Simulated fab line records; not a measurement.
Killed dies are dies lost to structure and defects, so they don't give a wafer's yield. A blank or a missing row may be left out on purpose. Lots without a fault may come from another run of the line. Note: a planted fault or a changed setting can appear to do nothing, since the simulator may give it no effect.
fab line records    flow nand-harc
record lots=24  wafers=72  last-day=33
route steps=1302 shown A_SGD_CUT@916 A_SLIT@922 A_WL_FILL@965 A_CONTACT@983
lots that met no fault: taken from a fault-free run of the same line
start-h: hours from the record's opening day to when the first of the lot's shown wafers began    wait-h: hours elapsed since this lot's preceding step    " as in the row above    L1.1+2: one row covering several wafers at once    - no value, or no start given    * or withheld: withheld    < > ~ a bound
route shown NAME@n: NAME is a module with steps in the file, n the number in the route of the first one    usual: the fault-free wafers' mean and standard deviation    same: alike in all rows    chamber/n: place in a boat    sites: per-site readings    _std_site: standard deviation of those values    _edge_site: the outer-site mean with the inner-site mean subtracted    radius-mm: how far each site lies from the wafer's centre    mask NAME#n: copy n    behind: the last tool/chamber to shape the wafer    hold: reason for holding the lot/hours on hold/outcome of the hold    device: names the non-switching transistor (n, p or np)    end of line: tests of these same wafers at the route's end    step lacking rows: just its recipe    killed: at the first sort, the dies lost to defects and structure; wafer yield is something else    map: shows each die of a wafer: x if killed, . if not, _ if none is there
set.NAME: the run value of the setting; set.NAME@STEP: its run value at that earlier step    model.NAME: the simulator's own value behind a step, which no gauge read
steps of the route over a sample of lots; a table a step, a row a wafer
services: a tool's chamber out of use, with start hour (start-h, from the record's first day; less than 0 if before it), hours out, and reason
## steps
# step NHARC_A_SGD_CUT_THK_MEAS_22
# recipe thk-meas-gauge=ellipsometry
# usual thk-nm=148.3/1.4
lot.wafer  tool           chamber  start-h  wait-h  thk-nm
L075.2     film-metro-02  -        448.49   0.2     148.2
L075.3     "              -        "        "       150.2
L075.4     "              -        "        "       149.8
L074.1     film-metro-02  -        452.92   0.2     146.6
L074.2     "              -        "        "       149.8
L074.6     "              -        "        "       147.1
L077.2     film-metro-02  -        458.72   0.2     147.4
L077.4     "              -        "        "       148.3
L077.6     "              -        "        "       148.7
L076.1     film-metro-01  -        458.72   0.2     148.9
L076.2     "              -        "        "       148.3
L076.5     "              -        "        "       150.8
L079.1     film-metro-01  -        483.58   0.2     149.9
L079.2     "              -        "        "       150.8
L079.5     "              -        "        "       149.4
L078.2     film-metro-02  -        483.59   0.2     149.2
L078.3     "              -        "        "       148.5
L078.6     "              -        "        "       148.4
L081.1     film-metro-02  -        499.60   0.2     146.6
L081.3     "              -        "        "       149.5
L081.6     "              -        "        "       148.6
L080.3     film-metro-01  -        499.61   0.2     149.6
L080.5     "              -        "        "       148.8
L080.6     "              -        "        "       146.7
L082.1     film-metro-02  -        533.98   0.2     146.9
L082.3     "              -        "        "       148.5
L082.5     "              -        "        "       146.3
L084.3     film-metro-01  -        541.87   0.2     149.9
L084.5     "              -        "        "       147.0
L084.6     "              -        "        "       147.4
L083.1     film-metro-02  -        541.95   0.2     149.7
L083.2     "              -        "        "       145.8
L083.5     "              -        "        "       147.4
L085.3     film-metro-01  -        541.98   0.2     147.6
L085.5     "              -        "        "       146.2
L085.6     "              -        "        "       146.3
L086.2     film-metro-02  -        573.93   0.2     148.9
L086.3     "              -        "        "       148.1
L086.6     "              -        "        "       149.7
L087.1     film-metro-01  -        584.12   0.2     148.0
L087.5     "              -        "        "       145.7
L087.6     "              -        "        "       147.9
L089.1     film-metro-01  -        584.27   0.2     150.5
L089.3     "              -        "        "       150.0
L089.4     "              -        "        "       149.6
L090.2     film-metro-02  -        593.07   0.2     147.7
L090.3     "              -        "        "       147.5
L090.6     "              -        "        "       146.8
L088.4     film-metro-01  -        593.07   0.2     148.2
L088.5     "              -        "        "       146.9
L088.6     "              -        "        "       147.1
L091.2     film-metro-02  -        616.70   0.2     150.2
L091.3     "              -        "        "       149.0
L091.6     "              -        "        "       148.6
L093.2     film-metro-02  -        628.85   0.2     149.0
L093.3     "              -        "        "       149.1
L093.5     "              -        "        "       145.9
L092.1     film-metro-01  -        628.90   0.2     150.3
L092.5     "              -        "        "       150.5
L092.6     "              -        "        "       147.1
L094.1     film-metro-01  -        628.94   0.2     146.5
L094.3     "              -        "        "       146.7
L094.6     "              -        "        "       145.6
L095.1     film-metro-02  -        656.84   0.2     152.4
L095.4     "              -        "        "       145.6
L095.5     "              -        "        "       146.4
L096.1     film-metro-02  -        666.01   0.2     146.3
L096.3     "              -        "        "       149.1
L096.4     "              -        "        "       148.4
L097.2     film-metro-02  -        677.56   0.2     148.5
L097.4     "              -        "        "       147.7
L097.5     "              -        "        "       147.4
# step NHARC_A_SLIT_DEP_25
# recipe target-thk-a=2000  temp-c=400  pressure-torr=6.5  rf-w=900  teos-flow-sccm=161.4  flow-sccm=2650  target-thk-nm=200  gas=O2  material=SiO2
# usual chamber-pressure-Torr=6.497/0.013  heater-power-w=550/100  rf-fwd-power-W=896.9/2.5  throttle-valve-pct=15.6/0.52
lot.wafer  tool      chamber  start-h  wait-h  chamber-pressure-Torr  heater-power-w  rf-fwd-power-W  throttle-valve-pct
L075.3     pecvd-03  0        449.03   0.1     6.514                  663             898.6           16.2
L075.2     "         1        "        "       6.502                  599             894.8           15.3
L075.4     "         0        "        "       6.507                  668             897.6           16.1
L074.2     pecvd-03  0        453.45   0.1     6.490                  676             893.5           16.0
L074.1     "         1        "        "       6.497                  531             893.9           15.3
L074.6     "         0        "        "       6.482                  502             900.0           16.3
L076.2     pecvd-02  1        459.29   0.1     6.530                  525             900.4           15.5
L076.1     "         2        "        "       6.484                  374             896.3           15.8
L076.5     "         2        "        "       6.514                  374             898.6           15.7
L077.2     pecvd-03  0        459.35   0.2     6.503                  569             894.0           16.6
L077.4     "         1        "        "       6.478                  543             894.6           15.6
L077.6     "         0        "        "       6.504                  585             892.2           16.2
L079.2     pecvd-02  0        484.12   0.1     6.484                  577             895.8           15.9
L079.1     "         1        "        "       6.521                  405             904.2           15.7
L079.5     "         2        "        "       6.501                  393             896.6           15.8
L078.2     pecvd-04  0        484.13   0.1     6.492                  579             896.0           15.7
L078.3     "         1        "        "       6.497                  411             896.5           15.7
L078.6     "         2        "        "       6.500                  457             895.0           15.7
L080.3     pecvd-03  0        500.14   0.1     6.496                  673             900.4           16.1
L080.6     "         0        "        "       6.504                  671             898.0           16.0
L080.5     "         2        "        "       6.500                  595             894.8           14.6
L081.1     pecvd-04  2        500.25   0.2     6.487                  464             898.0           15.9
L081.3     "         1        "        "       6.509                  391             900.4           16.2
L081.6     "         1        "        "       6.524                  396             899.9           16.0
L082.3     pecvd-03  1        534.55   0.1     6.497                  642             896.7           15.6
L082.1     "         2        "        "       6.502                  521             897.5           14.6
L082.5     "         0        "        "       6.488                  513             901.2           16.2
L084.3     pecvd-03  1        542.50   0.1     6.495                  620             895.3           15.3
L084.6     "         1        "        "       6.499                  631             900.2           15.4
L084.5     "         2        "        "       6.484                  516             896.7           14.7
L083.2     pecvd-02  0        542.52   0.1     6.497                  494             896.5           16.1
L083.1     "         1        "        "       6.469                  486             896.2           15.5
L083.5     "         0        "        "       6.492                  506             895.3           16.1
L085.3     pecvd-03  0        542.73   0.3     6.516                  627             899.8           16.3
L085.5     "         2        "        "       6.501                  563             900.8           14.5
L085.6     "         0        "        "       6.518                  644             896.1           16.3
L086.3     pecvd-03  1        574.46   0.1     6.492                  733             900.2           15.4
L086.2     "         2        "        "       6.518                  403             899.5           15.1
L086.6     "         0        "        "       6.504                  656             897.5           15.8
L087.1     pecvd-03  0        584.73   0.1     6.482                  666             895.9           15.9
L087.5     "         2        "        "       6.502                  488             897.7           14.7
L087.6     "         0        "        "       6.496                  684             899.0           16.2
L089.1     pecvd-02  1        584.80   0.1     6.497                  483             900.0           15.6
L089.3     "         0        "        "       6.499                  618             898.7           15.9
L089.4     "         2        "        "       6.486                  327             895.3           15.9
L090.2     pecvd-03  2        593.60   0.1     6.491                  474             894.0           14.8
L090.3     "         2        "        "       6.490                  481             891.3           14.8
L090.6     "         0        "        "       6.503                  648             897.1           15.9
L088.4     pecvd-03  0        594.12   0.6     6.518                  728             898.4           16.1
L088.5     "         2        "        "       6.495                  469             896.4           14.8
L088.6     "         0        "        "       6.489                  542             894.1           16.1
L091.2     pecvd-02  0        617.27   0.1     6.497                  590             895.4           15.5
L091.3     "         1        "        "       6.482                  488             900.8           16.0
L091.6     "         2        "        "       6.530                  364             896.6           15.7
L093.2     pecvd-03  0        629.42   0.1     6.493                  693             895.2           16.2
L093.3     "         1        "        "       6.481                  693             899.8           15.5
L093.5     "         1        "        "       6.480                  705             895.7           15.7
L094.3     pecvd-02  0        629.47   0.1     6.519                  497             896.0           15.4
L094.1     "         2        "        "       6.508                  382             897.4           15.4
L094.6     "         0        "        "       6.487                  512             899.4           15.4
L092.1     pecvd-04  1        629.48   0.1     6.500                  403             896.8           15.9
L092.5     "         0        "        "       6.486                  651             895.9           15.9
L092.6     "         1        "        "       6.505                  419             899.5           16.3
L095.1     pecvd-03  2        657.45   0.1     6.504                  417             898.1           15.2
L095.4     "         0        "        "       6.503                  667             898.3           16.1
L095.5     "         1        "        "       6.482                  662             894.5           15.7
L096.3     pecvd-03  1        666.59   0.1     6.487                  707             896.8           15.9
L096.1     "         2        "        "       6.516                  509             894.3           14.8
L096.4     "         1        "        "       6.453                  707             898.2           15.6
L097.2     pecvd-03  2        678.13   0.1     6.484                  495             900.1           14.7
L097.4     "         2        "        "       6.498                  513             892.0           14.9
L097.5     "         1        "        "       6.485                  581             891.6           15.6
# step NHARC_A_WL_FILL_ALD_10
# recipe target-thk-a=500  pulse-time-s=10  ald-cycles=500  temp-c=300  material=SiO2
# usual heater-power-w=444/39  precursor-pulse-height-rel=1.000/0.02
lot.wafer  tool       chamber  start-h  wait-h  heater-power-w  precursor-pulse-height-rel
L075.3     ald-hk-02  1        473.68   0.0     485             1.012
L075.2     "          2        474.72   1.1     371             0.986
L075.4     "          3        475.76   2.1     429             0.992
L074.2     ald-hk-01  2        478.51   0.1     430             0.977
L074.1     "          0        479.54   1.1     511             1.011
L074.6     "          2        480.58   2.1     438             0.990
L076.2     ald-hk-03  1        490.43   0.1     499             0.987
L076.1     "          2        "        "       444             0.994
L076.5     "          2        493.03   2.6     459             0.985
L077.4     ald-hk-02  0        490.94   0.6     484             0.978
L077.2     "          1        "        "       507             1.000
L077.6     "          3        492.48   2.1     423             0.974
L079.2     ald-hk-02  0        509.75   0.6     489             0.984
L079.1     "          1        "        "       492             0.996
L079.5     "          0        511.81   2.6     487             1.011
L078.2     ald-hk-01  2        509.90   0.7     434             1.005
L078.3     "          3        "        "       424             1.009
L078.6     "          2        511.93   2.7     429             1.005
L080.3     ald-hk-01  2        527.73   1.3     417             1.000
L080.6     "          2        529.75   3.3     424             0.995
L080.5     "          3        "        "       411             0.972
L081.1     ald-hk-03  0        532.20   0.6     452             0.980
L081.3     "          1        "        "       503             0.953
L081.6     "          0        534.28   2.6     452             0.991
L082.3     ald-hk-03  2        563.38   0.1     461             0.976
L082.1     "          1        564.91   1.6     494             0.989
L082.5     "          3        565.93   2.6     398             0.971
L084.3     ald-hk-02  0        567.61   0.0     471             0.999
L084.6     "          0        569.69   2.1     478             0.998
L084.5     "          1        "        "       462             1.002
L083.2     ald-hk-02  2        572.47   1.1     360             0.982
L083.1     "          3        "        "       438             1.005
L083.5     "          1        574.00   2.6     474             1.031
L085.3     ald-hk-02  1        576.49   1.1     469             0.995
L085.5     "          3        577.51   2.1     442             0.997
L085.6     "          0        "        "       474             0.999
L086.3     ald-hk-02  3        599.67   0.0     449             0.986
L086.2     "          1        600.69   1.1     465             1.002
L086.6     "          0        602.23   2.6     477             1.004
L089.1     ald-hk-02  0        609.36   0.1     486             1.003
L089.4     "          2        610.40   1.1     375             1.002
L089.3     "          3        "        "       447             0.961
L087.1     ald-hk-03  3        610.04   0.7     449             0.972
L087.6     "          2        611.59   2.3     476             1.020
L087.5     "          3        "        "       457             1.037
L088.4     ald-hk-02  0        623.04   0.6     470             1.000
L088.5     "          3        624.62   2.2     445             1.046
L088.6     "          0        "        "       474             0.984
L090.3     ald-hk-01  2        623.54   1.1     418             0.993
L090.2     "          0        625.57   3.1     510             1.026
L090.6     "          1        626.59   4.1     405             1.022
L091.3     ald-hk-01  1        646.29   2.1     411             1.022
L091.2     "          2        647.32   3.2     424             0.992
L091.6     "          3        648.36   4.2     422             0.986
L093.3     ald-hk-01  1        654.31   0.4     415             0.980
L093.2     "          0        655.85   1.9     515             1.013
L093.5     "          2        656.88   2.9     423             0.989
L092.1     ald-hk-03  0        655.95   2.0     432             0.994
L092.6     "          1        "        "       514             1.010
L092.5     "          2        "        "       463             1.051
L094.1     ald-hk-02  2        657.74   0.1     379             0.980
L094.3     "          0        658.78   1.1     472             1.015
L094.6     "          3        660.33   2.6     437             0.990
L095.4     ald-hk-02  3        685.60   1.1     445             0.980
L095.1     "          0        686.63   2.1     468             0.979
L095.5     "          2        688.67   4.1     377             1.014
L096.3     ald-hk-02  2        694.73   0.0     370             0.988
L096.4     "          3        695.74   1.1     443             0.983
L096.1     "          0        696.75   2.1     492             0.994
L097.2     ald-hk-01  1        706.25   0.1     405             1.012
L097.4     "          3        707.27   1.1     416             1.028
L097.5     "          1        708.29   2.1     405             1.020
# step NHARC_A_WL_FILL_CMP_12
# recipe t-overpolish-s=30  target-thk-nm=100
# usual motor-current-A=12.3/1.3  overpolish-run-s=29.999/0.0086  time-to-endpoint-s=20.5/2.7
lot.wafer  tool    chamber  start-h  wait-h  motor-current-A  overpolish-run-s  time-to-endpoint-s
L074.1     cmp-02  1        487.58   0.2     12.2             30.006            21.6
L074.2     "       2        "        "       12.3             29.998            22.5
L074.6     "       3        "        "       10.4             29.997            27.2
L075.3     cmp-04  3        487.66   0.1     14.3             29.988            17.0
L075.2     "       0        "        "       12.5             30.005            21.3
L075.4     "       1        "        "       10.9             29.992            22.5
L077.4     cmp-04  3        501.14   0.1     13.4             29.998            18.1
L077.2     "       0        "        "       12.1             29.998            20.5
L077.6     "       2        "        "       11.7             29.992            18.4
L076.1     cmp-02  1        501.16   0.2     11.7             30.009            17.0
L076.2     "       2        "        "       12.3             30.001            20.8
L076.5     "       3        "        "       10.3             30.002            22.0
L078.2     cmp-04  1        519.92   0.2     10.9             29.993            23.7
L078.3     "       3        "        "       15.0             30.001            21.5
L078.6     "       0        "        "       11.8             30.012            23.8
L079.1     cmp-03  0        519.93   0.2     13.8             30.004            20.2
L079.2     "       1        "        "       9.8              30.006            17.0
L079.5     "       0        "        "       14.2             30.000            18.3
L080.3     cmp-04  3        538.44   0.2     13.9             29.994            19.8
L080.5     "       2        "        "       11.1             30.000            21.3
L080.6     "       3        "        "       14.4             30.006            19.4
L081.1     cmp-02  1        542.63   0.3     12.6             30.013            16.7
L081.3     "       2        "        "       12.6             29.994            18.7
L081.6     "       0        "        "       13.7             29.985            21.1
L082.1     cmp-04  1        574.11   0.3     10.6             29.996            21.4
L082.3     "       3        "        "       14.2             30.012            20.9
L082.5     "       0        "        "       12.4             30.006            23.8
L084.3     cmp-02  0        578.37   0.2     13.3             30.000            23.2
L084.6     "       2        "        "       13.1             30.007            20.6
L084.5     "       3        "        "       10.4             29.995            22.6
L083.2     cmp-04  3        582.22   0.2     14.2             29.998            21.7
L083.1     "       0        "        "       11.7             30.001            25.9
L083.5     "       2        "        "       11.3             30.000            21.8
L085.3     cmp-02  2        586.90   0.2     13.6             29.994            20.4
L085.5     "       0        "        "       14.0             30.007            20.5
L085.6     "       1        "        "       12.3             29.987            17.9
L086.3     cmp-04  0        610.33   0.1     12.1             29.991            17.8
L086.2     "       2        "        "       10.9             30.002            13.9
L086.6     "       3        "        "       14.4             30.002            14.2
L087.1     cmp-03  3        620.19   0.2     13.5             29.995            17.1
L087.6     "       3        "        "       12.8             30.016            19.5
L087.5     "       0        "        "       13.3             29.996            20.0
L089.4     cmp-02  2        620.22   0.2     12.7             30.004            19.0
L089.3     "       3        "        "       10.3             30.003            25.3
L089.1     "       0        "        "       13.4             30.004            20.3
L088.4     cmp-02  0        633.25   0.2     13.7             30.004            21.4
L088.6     "       1        "        "       12.5             29.988            16.6
L088.5     "       2        "        "       12.5             30.000            19.1
L090.3     cmp-04  1        636.32   0.1     11.6             30.002            20.2
L090.2     "       3        "        "       14.5             29.990            20.3
L090.6     "       1        "        "       11.1             29.984            20.3
L091.2     cmp-02  3        658.04   0.2     10.4             30.013            19.6
L091.3     "       1        "        "       12.9             30.000            18.7
L091.6     "       2        "        "       12.2             30.011            19.3
L093.3     cmp-03  0        664.87   0.1     13.0             29.987            22.3
L093.2     "       1        "        "       9.5              29.993            20.6
L093.5     "       1        "        "       9.9              29.996            22.2
L092.1     cmp-04  2        665.06   0.3     11.3             29.984            20.4
L092.6     "       0        "        "       12.4             29.994            20.3
L092.5     "       1        "        "       11.4             30.008            22.1
L094.3     cmp-04  0        668.45   0.1     13.2             30.003            24.4
L094.1     "       3        "        "       14.3             29.996            18.9
L094.6     "       1        "        "       11.6             30.003            21.3
L095.1     cmp-02  1        698.25   0.2     12.2             29.997            17.7
L095.4     "       3        "        "       10.6             29.992            20.9
L095.5     "       1        "        "       12.5             29.996            16.1
L096.4     cmp-02  0        708.39   0.1     13.5             30.004            21.6
L096.1     "       1        "        "       11.8             30.009            19.6
L096.3     "       3        "        "       10.3             30.006            22.0
L097.4     cmp-02  1        717.01   0.2     12.2             29.995            16.2
L097.2     "       2        "        "       13.2             29.994            19.7
L097.5     "       3        "        "       10.9             29.991            24.2
# step NHARC_A_WL_FILL_INSPECT_15
# usual raw-defect-count=474/120
lot.wafer  tool               chamber  start-h  wait-h  raw-defect-count
L074.1     defect-inspect-02  -        487.99   0.0     671
L074.2     "                  -        "        "       588
L074.6     "                  -        "        "       590
L075.2     defect-inspect-01  -        488.10   0.0     362
L075.3     "                  -        "        "       359
L075.4     "                  -        "        "       625
L076.1     defect-inspect-01  -        501.59   0.0     425
L076.2     "                  -        "        "       320
L076.5     "                  -        "        "       454
L077.2     defect-inspect-02  -        501.60   0.0     429
L077.4     "                  -        "        "       371
L077.6     "                  -        "        "       428
L078.2     defect-inspect-02  -        520.39   0.0     562
L078.3     "                  -        "        "       314
L078.6     "                  -        "        "       416
L079.1     defect-inspect-01  -        520.41   0.1     387
L079.2     "                  -        "        "       496
L079.5     "                  -        "        "       445
L080.3     defect-inspect-01  -        538.88   0.0     385
L080.5     "                  -        "        "       384
L080.6     "                  -        "        "       392
L081.1     defect-inspect-01  -        543.06   0.1     487
L081.3     "                  -        "        "       397
L081.6     "                  -        "        "       555
L082.1     defect-inspect-02  -        574.57   0.0     428
L082.3     "                  -        "        "       440
L082.5     "                  -        "        "       576
L084.3     defect-inspect-02  -        578.80   0.0     477
L084.5     "                  -        "        "       480
L084.6     "                  -        "        "       555
L083.1     defect-inspect-02  -        582.68   0.0     315
L083.2     "                  -        "        "       417
L083.5     "                  -        "        "       326
L085.3     defect-inspect-01  -        587.36   0.0     313
L085.5     "                  -        "        "       536
L085.6     "                  -        "        "       362
L086.2     defect-inspect-01  -        610.77   0.0     444
L086.3     "                  -        "        "       621
L086.6     "                  -        "        "       472
L089.1     defect-inspect-02  -        620.66   0.0     618
L089.3     "                  -        "        "       551
L089.4     "                  -        "        "       728
L087.1     defect-inspect-01  -        620.69   0.0     453
L087.5     "                  -        "        "       461
L087.6     "                  -        "        "       422
L088.4     defect-inspect-02  -        633.65   0.0     411
L088.5     "                  -        "        "       480
L088.6     "                  -        "        "       467
L090.2     defect-inspect-01  -        636.80   0.0     639
L090.3     "                  -        "        "       613
L090.6     "                  -        "        "       485
L091.2     defect-inspect-02  -        658.47   0.0     655
L091.3     "                  -        "        "       641
L091.6     "                  -        "        "       540
L093.2     defect-inspect-01  -        665.34   0.0     372
L093.3     "                  -        "        "       337
L093.5     "                  -        "        "       366
L092.1     defect-inspect-02  -        665.47   0.0     508
L092.5     "                  -        "        "       501
L092.6     "                  -        "        "       495
L094.1     defect-inspect-02  -        668.93   0.0     351
L094.3     "                  -        "        "       404
L094.6     "                  -        "        "       437
L095.1     defect-inspect-02  -        698.73   0.0     425
L095.4     "                  -        "        "       784
L095.5     "                  -        "        "       733
L096.1     defect-inspect-01  -        708.88   0.0     378
L096.3     "                  -        "        "       518
L096.4     "                  -        "        "       396
L097.2     defect-inspect-01  -        717.45   0.0     384
L097.4     "                  -        "        "       545
L097.5     "                  -        "        "       476
# step NHARC_A_CONTACT_DEP_24
# recipe target-thk-a=5000  temp-c=400  pressure-torr=6.5  rf-w=900  teos-flow-sccm=161.4  flow-sccm=2650  target-thk-nm=500  gas=O2  material=SiO2
# usual chamber-pressure-Torr=6.501/0.015  heater-power-w=534/91  rf-fwd-power-W=899/3.1  throttle-valve-pct=15.8/0.46
lot.wafer  tool      chamber  start-h  wait-h  chamber-pressure-Torr  heater-power-w  rf-fwd-power-W  throttle-valve-pct
L074.2     pecvd-03  2        488.12   0.1     6.512                  527             900             14.4
L074.1     "         0        "        "       6.517                  591             897             16.2
L074.6     "         0        "        "       6.495                  615             899             16.4
L075.2     pecvd-04  0        488.23   0.1     6.514                  655             899             15.7
L075.3     "         1        "        "       6.503                  410             898             16.0
L075.4     "         0        "        "       6.497                  672             898             15.5
L076.1     pecvd-03  2        501.72   0.1     6.512                  589             892             14.6
L076.2     "         0        "        "       6.494                  648             903             16.6
L076.5     "         2        "        "       6.498                  447             889             14.6
L077.2     pecvd-04  2        501.79   0.2     6.489                  474             893             16.0
L077.4     "         1        "        "       6.474                  474             893             16.2
L077.6     "         2        "        "       6.476                  348             893             15.8
L078.3     pecvd-04  2        520.52   0.1     6.525                  467             900             15.9
L078.2     "         0        "        "       6.491                  533             899             15.9
L078.6     "         1        "        "       6.483                  439             899             15.9
L079.2     pecvd-01  2        520.54   0.1     6.474                  474             903             15.9
L079.1     "         0        "        "       6.526                  554             904             15.5
L079.5     "         0        "        "       6.496                  422             903             15.6
L080.3     pecvd-04  0        539.23   0.3     6.487                  543             900             15.6
L080.5     "         1        "        "       6.502                  472             901             16.2
L080.6     "         0        "        "       6.499                  589             898             15.8
L081.1     pecvd-01  1        543.19   0.1     6.508                  643             902             16.5
L081.3     "         2        "        "       6.506                  474             902             15.8
L081.6     "         0        "        "       6.513                  567             899             15.5
L082.1     pecvd-04  0        574.70   0.1     6.521                  577             898             16.0
L082.3     "         1        "        "       6.490                  444             898             16.0
L082.5     "         1        "        "       6.509                  465             893             15.9
L084.3     pecvd-01  2        578.93   0.1     6.523                  449             900             15.8
L084.5     "         2        "        "       6.495                  461             903             15.6
L084.6     "         0        "        "       6.516                  496             902             15.6
L083.2     pecvd-01  1        582.75   0.1     6.477                  597             894             16.2
L083.1     "         2        "        "       6.500                  463             904             15.8
L083.5     "         2        "        "       6.493                  465             901             15.6
L085.3     pecvd-03  2        587.55   0.2     6.502                  480             902             14.9
L085.6     "         0        "        "       6.473                  520             897             16.0
L085.5     "         2        "        "       6.495                  503             902             14.7
L086.2     pecvd-01  2        610.90   0.1     6.526                  501             901             15.7
L086.3     "         0        "        "       6.493                  502             897             15.8
L086.6     "         0        "        "       6.514                  526             895             15.8
L089.3     pecvd-03  0        620.73   0.1     6.501                  655             896             15.9
L089.1     "         2        "        "       6.493                  525             896             14.8
L089.4     "         0        "        "       6.506                  664             898             16.2
L087.1     pecvd-01  1        620.88   0.2     6.515                  637             896             16.2
L087.5     "         2        "        "       6.493                  431             898             15.7
L087.6     "         1        "        "       6.526                  648             891             16.6
L088.5     pecvd-01  2        633.90   0.2     6.486                  470             902             15.9
L088.4     "         0        "        "       6.498                  556             896             15.6
L088.6     "         1        "        "       6.514                  583             904             16.5
L090.3     pecvd-03  2        636.94   0.1     6.517                  495             893             14.6
L090.2     "         0        "        "       6.503                  618             901             16.1
L090.6     "         1        "        "       6.514                  641             897             15.6
L091.3     pecvd-01  1        658.54   0.1     6.492                  543             901             16.5
L091.2     "         0        "        "       6.489                  516             905             15.6
L091.6     "         2        "        "       6.516                  422             906             16.0
L093.2     pecvd-03  1        665.41   0.1     6.500                  705             898             15.4
L093.3     "         0        "        "       6.498                  692             900             16.0
L093.5     "         0        "        "       6.482                  539             900             16.2
L092.1     pecvd-01  1        665.75   0.3     6.490                  610             900             16.6
L092.5     "         0        "        "       6.503                  514             899             15.5
L092.6     "         2        "        "       6.503                  480             897             15.8
L094.3     pecvd-04  1        669.00   0.1     6.518                  446             903             15.7
L094.1     "         0        "        "       6.492                  622             897             15.3
L094.6     "         2        "        "       6.490                  428             897             15.9
L095.1     pecvd-04  1        698.80   0.1     6.533                  450             900             15.7
L095.5     "         1        "        "       6.489                  479             902             15.8
L095.4     "         2        "        "       6.498                  416             903             16.2
L096.3     pecvd-03  1        709.00   0.1     6.527                  714             896             15.8
L096.1     "         2        "        "       6.486                  532             901             15.2
L096.4     "         0        "        "       6.498                  679             903             16.1
L097.2     pecvd-01  0        717.51   0.1     6.478                  421             902             15.9
L097.4     "         0        "        "       6.490                  461             894             15.4
L097.5     "         0        "        "       6.523                  486             899             15.7
## services
tool       chamber  start-h  hours  kind
cmp-02     -        428.65   4.0    pm
cmp-02     -        436.43   0.5    repair
cmp-04     -        445.60   6.0    repair
pecvd-04   -        450.71   13.0   pm
cmp-02     -        452.94   1.7    repair
pecvd-01   2        456.09   16.9   repair
pecvd-01   -        492.08   13.0   pm
cmp-04     -        503.24   4.0    pm
pecvd-01   -        521.55   1.8    repair
pecvd-04   -        522.61   1.1    repair
pecvd-01   -        525.54   0.4    repair
ald-hk-02  -        526.00   10.0   pm
cmp-02     -        526.65   4.0    pm
pecvd-04   2        538.55   2.9    repair
pecvd-03   -        547.02   13.0   pm
pecvd-03   1        588.20   11.1   repair
cmp-02     -        598.75   1.3    repair
cmp-02     -        605.18   6.7    repair
cmp-02     -        624.65   4.0    pm
cmp-02     -        631.01   2.0    repair
ald-hk-02  -        638.90   0.8    repair
cmp-02     -        698.77   1.4    repair
cmp-02     -        703.45   0.4    repair
ald-hk-02  -        704.00   10.0   pm
## key
fault none
